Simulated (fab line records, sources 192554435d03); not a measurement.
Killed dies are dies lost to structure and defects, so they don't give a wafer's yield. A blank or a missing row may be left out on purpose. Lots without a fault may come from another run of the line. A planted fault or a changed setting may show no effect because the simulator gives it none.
Split-lot experiment | flow n5_finfet | 7 lots, 39 wafers read, on a route of 1938 steps

THE SPLIT
At N5_BEOL_M6_TRENCH_ETCH_37 (etches SiCOH lowk in C4F6/O2, target depth 94.435 nm, time 31.5 s), the setting time_s was moved away from the recipe's 31.5 s on 12 of the 39 wafers read, by -52.0% to +56.6%. The other wafers ran this setting at the recipe's value.

FROM THE SPLIT TO THE READING: what the file shows between them, 8 steps
- N5_BEOL_M6_ETCH_41: etches SiCN in CH3F/O2, target depth 29.7 nm, time 52 s
- N5_BEOL_M6_STRIP_80: strips in N2/H2, time 10 s
- N5_BEOL_M6_OCD_MEAS_38
- N5_BEOL_M6_HM_STRIP_39: strips TiN in peroxide tin strip, target depth 25 nm, time 158 s
- N5_BEOL_M6_SRD_40: time 30 s
- N5_BEOL_M6_ECD_50: material Cu, target thk 300 nm
- N5_BEOL_M6_ANNEAL_51: time 90 s
- N5_BEOL_M6_CMP_52: polishes, stops on SiCOH lowk, t overpolish 6.9 s, target thk 80 nm

THE READING
M6_THK, in nm, at N5_BEOL_M6_THK_MEAS_53 (measures by xrf). Fault-free wafers of this fab line usually give 79.0 nm, standard deviation 2.6 nm.

wafer  | tool, chamber at the split | time_s as run, s | against the recipe | M6_THK, nm | against lot-mates on the recipe
L074.1 | rie_diel-05, 2             | 31.5             | recipe             | 79.6       | -
L074.2 | rie_diel-05, 0             | 31.5             | recipe             | 76.4       | -
L074.3 | rie_diel-05, 1             | 31.5             | recipe             | 76.1       | -
L074.4 | rie_diel-05, 3             | 31.5             | recipe             | 79.3       | -
L074.5 | rie_diel-05, 2             | 31.5             | recipe             | 79.2       | -
L074.6 | rie_diel-05, 1             | 31.5             | recipe             | 76.1       | -
L078.1 | rie_diel-02, 2             | 39.96            | +26.9%             | 106.3      | +27.7
L078.2 | rie_diel-02, 1             | 31.5             | recipe             | 76.2       | -
L078.3 | rie_diel-02, 3             | 39.96            | +26.9%             | 106.7      | +28.1
L078.4 | rie_diel-02, 1             | 39.96            | +26.9%             | 98.4       | +19.8
L078.5 | rie_diel-02, 3             | 31.5             | recipe             | 80.8       | -
L078.6 | rie_diel-02, 2             | 31.5             | recipe             | 78.9       | -
L083.2 | rie_diel-04, 0             | 31.5             | recipe             | 77.9       | -
L083.4 | rie_diel-04, 2             | 31.5             | recipe             | 77.6       | -
L083.6 | rie_diel-04, 3             | 31.5             | recipe             | 75.5       | -
L085.1 | rie_diel-05, 0             | 31.5             | recipe             | 74.5       | -
L085.2 | rie_diel-05, 1             | 15.13            | -52.0%             | 30.1       | -44.8
L085.3 | rie_diel-05, 2             | 15.13            | -52.0%             | 27.7       | -47.2
L085.4 | rie_diel-05, 3             | 31.5             | recipe             | 76.8       | -
L085.5 | rie_diel-05, 0             | 31.5             | recipe             | 73.5       | -
L085.6 | rie_diel-05, 3             | 15.13            | -52.0%             | 28.6       | -46.3
L091.1 | rie_diel-05, 2             | 31.5             | recipe             | 79.3       | -
L091.2 | rie_diel-05, 1             | 31.5             | recipe             | 84.1       | -
L091.3 | rie_diel-05, 3             | 31.5             | recipe             | 78.5       | -
L091.4 | rie_diel-05, 2             | 31.5             | recipe             | 80.9       | -
L091.5 | rie_diel-05, 3             | 31.5             | recipe             | 79.9       | -
L091.6 | rie_diel-05, 1             | 31.5             | recipe             | 84.3       | -
L092.1 | rie_diel-05, 1             | 31.5             | recipe             | 80.7       | -
L092.2 | rie_diel-05, 3             | 31.5             | recipe             | 77.7       | -
L092.3 | rie_diel-05, 2             | 31.5             | recipe             | 77.6       | -
L092.4 | rie_diel-05, 3             | 49.34            | +56.6%             | 128.9      | +50.2
L092.5 | rie_diel-05, 2             | 49.34            | +56.6%             | 132.2      | +53.5
L092.6 | rie_diel-05, 1             | 49.34            | +56.6%             | 137.6      | +58.9
L094.1 | rie_diel-04, 2             | 31.5             | recipe             | 78.1       | -
L094.2 | rie_diel-04, 1             | 38.53            | +22.3%             | 97.1       | +18.9
L094.3 | rie_diel-04, 3             | 38.53            | +22.3%             | 102.8      | +24.6
L094.4 | rie_diel-04, 0             | 31.5             | recipe             | 78.5       | -
L094.5 | rie_diel-04, 1             | 38.53            | +22.3%             | 97.0       | +18.8
L094.6 | rie_diel-04, 0             | 31.5             | recipe             | 78.0       | -

THE FIT
A straight line over all 39 wafers: M6_THK changes by +0.955 nm for each +1% of time_s; r = +0.99; the points scatter about the line by 2.7 nm.
The same after taking each lot's own level away (the mean of its wafers on the recipe; 39 wafers): +0.925 nm for each +1%; r = +0.99; scatter 2.3 nm.
On that fit, the largest move of time_s shifts the reading by 52 nm.
The lots' own levels span 74.93 to 81.17 nm, that is 2.4 times the standard deviation above.
So the lot-to-lot level changes the slope little: the two slopes agree.
Check: with one of the wafers moved furthest among these (+56.6%) left out of the fit, the line predicts +53.2 nm for it against its lot-mates. It came out at +50.2 nm against them.

THE WHOLE CHAIN: every reading that the file lists as answering this split, in the file's order
step                      | what it does                                                        | reading                                                                          | change (the file's fit)                                                              | r (the file's)
N5_BEOL_M6_TRENCH_ETCH_37 | etches SiCOH lowk in C4F6/O2, target depth 94.435 nm, time 31.5 s   | etch.depth_nm (the simulator's own value, which no gauge read)                   | +0.912 nm for each +1% of the setting                                                | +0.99
N5_BEOL_M6_TRENCH_ETCH_37 | etches SiCOH lowk in C4F6/O2, target depth 94.435 nm, time 31.5 s   | BEOL_M6.feature_depth_nm (the simulator's own value, which no gauge read)        | +0.912 nm for each +1% of the setting                                                | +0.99
N5_BEOL_M6_TRENCH_ETCH_37 | etches SiCOH lowk in C4F6/O2, target depth 94.435 nm, time 31.5 s   | TiN_of_BEOL_M6_HM_DEP_02.thk_nm (the simulator's own value, which no gauge read) | -0.0267 nm for each +1% of the setting                                               | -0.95
N5_BEOL_M6_OCD_MEAS_38    |                                                                     | trench_depth_nm                                                                  | +0.909 nm for each +1% of the setting                                                | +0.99
N5_BEOL_M6_CMP_52         | polishes, stops on SiCOH lowk, t overpolish 6.9 s, target thk 80 nm | Cu_of_BEOL_M6_ECD_50.thk_nm (the simulator's own value, which no gauge read)     | +0.924 nm for each +1% of the setting                                                | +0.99
N5_BEOL_M6_THK_MEAS_53    | measures by xrf                                                     | M6_THK                                                                           | +0.927 for each +1% of the setting                                                   | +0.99
N5_BEOL_M6_RS_MEAS_57     | measures by four-point-probe                                        | M6_RS                                                                            | not straight: 1.049 at the lowest setting, 0.295 at the recipe, 0.161 at the highest | not given

THE FILE'S OWN FIT
M6_THK changes by +0.927 nm for each +1% of time_s, r = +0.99.
